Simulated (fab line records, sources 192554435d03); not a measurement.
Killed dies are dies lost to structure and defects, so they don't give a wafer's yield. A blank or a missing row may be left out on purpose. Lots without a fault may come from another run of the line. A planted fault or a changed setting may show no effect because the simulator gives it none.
Chamber matching | flow n5_finfet | N5_HKMG_FIN_ETCH_35 on rie_diel-01: 4 sister chambers
The step etches SOC in N2/H2, target depth 215.8 nm, time 243.4 s. 20 wafers are shown with their chamber, then 10 later ones without.

WAFERS WITH THEIR CHAMBER
wafer  | chamber | drypump_motor_current_A (A) | showerhead_plenum_p_Torr (Torr) | throttle_valve_pct (%)
L077.1 | 0       | 4.9                         | 2.48                            | 17.77
L077.2 | 3       | 4.9                         | 2.52                            | 17.73
L077.5 | 0       | 4.9                         | 2.48                            | 17.76
L078.1 | 0       | 4.9                         | 2.48                            | 17.77
L078.2 | 2       | 6.3                         | 2.52                            | 18.01
L078.6 | 2       | 6.3                         | 2.52                            | 18.01
L083.3 | 1       | 4.7                         | 2.63                            | 17.93
L083.5 | 2       | 6.3                         | 2.52                            | 18.02
L083.6 | 1       | 4.7                         | 2.63                            | 17.91
L086.1 | 3       | 4.9                         | 2.52                            | 17.77
L086.2 | 1       | 4.7                         | 2.63                            | 17.92
L086.5 | 2       | 6.3                         | 2.52                            | 18.01
L087.1 | 3       | 4.9                         | 2.52                            | 17.76
L087.4 | 3       | 4.8                         | 2.52                            | 17.78
L087.6 | 1       | 4.7                         | 2.63                            | 17.92
L089.2 | 3       | 4.8                         | 2.52                            | 17.78
L089.5 | 0       | 4.9                         | 2.47                            | 17.48
L089.6 | 3       | 4.8                         | 2.52                            | 17.78
L091.4 | 0       | 4.9                         | 2.47                            | 17.47
L091.5 | 2       | 6.3                         | 2.51                            | 18.02

SIGNATURES (means of the wafers above)
reading                  | chamber 0 | chamber 1 | chamber 2 | chamber 3 | scatter within a chamber
drypump_motor_current_A  | 4.900     | 4.700     | 6.300     | 4.850     | 0.0306
showerhead_plenum_p_Torr | 2.4760    | 2.6300    | 2.5180    | 2.5200    | 0.00354
throttle_valve_pct       | 17.6500   | 17.9200   | 18.0140   | 17.7667   | 0.0808
Rule: a wafer's distance from a chamber is the root of the sum, over the readings, of the square of ((its reading less the chamber's mean) divided by the reading's scatter). The wafer belongs to the nearest chamber; if the next one is less than 2 further off, it can't be placed. The scatter: the root of (the sum of the squares of (reading less its chamber's mean) over the shown wafers, divided by (wafers less chambers)).

WAFERS WITHOUT THEIR CHAMBER
wafer  | drypump_motor_current_A (A) | showerhead_plenum_p_Torr (Torr) | throttle_valve_pct (%)
L091.6 | 4.7                         | 2.62                            | 17.95
L092.2 | 4.9                         | 2.51                            | 17.79
L092.3 | 4.7                         | 2.62                            | 17.93
L092.5 | 4.9                         | 2.51                            | 17.80
L095.3 | 4.7                         | 2.62                            | 17.95
L095.4 | 6.3                         | 2.51                            | 18.08
L095.5 | 4.7                         | 2.62                            | 17.97
L097.1 | 6.3                         | 2.51                            | 18.06
L097.2 | 4.9                         | 2.46                            | 17.52
L097.6 | 4.9                         | 2.46                            | 17.50

WHICH CHAMBER EACH WENT THROUGH
wafer  | from the rows above | in truth
L091.6 | 1                   | 1
L092.2 | 3                   | 3
L092.3 | 1                   | 1
L092.5 | 3                   | 3
L095.3 | 1                   | 1
L095.4 | 2                   | 2
L095.5 | 1                   | 1
L097.1 | 2                   | 2
L097.2 | 0                   | 0
L097.6 | 0                   | 0
Placed correctly: 10 of 10. Can't be placed from these rows: 0. Placed wrongly: 0.
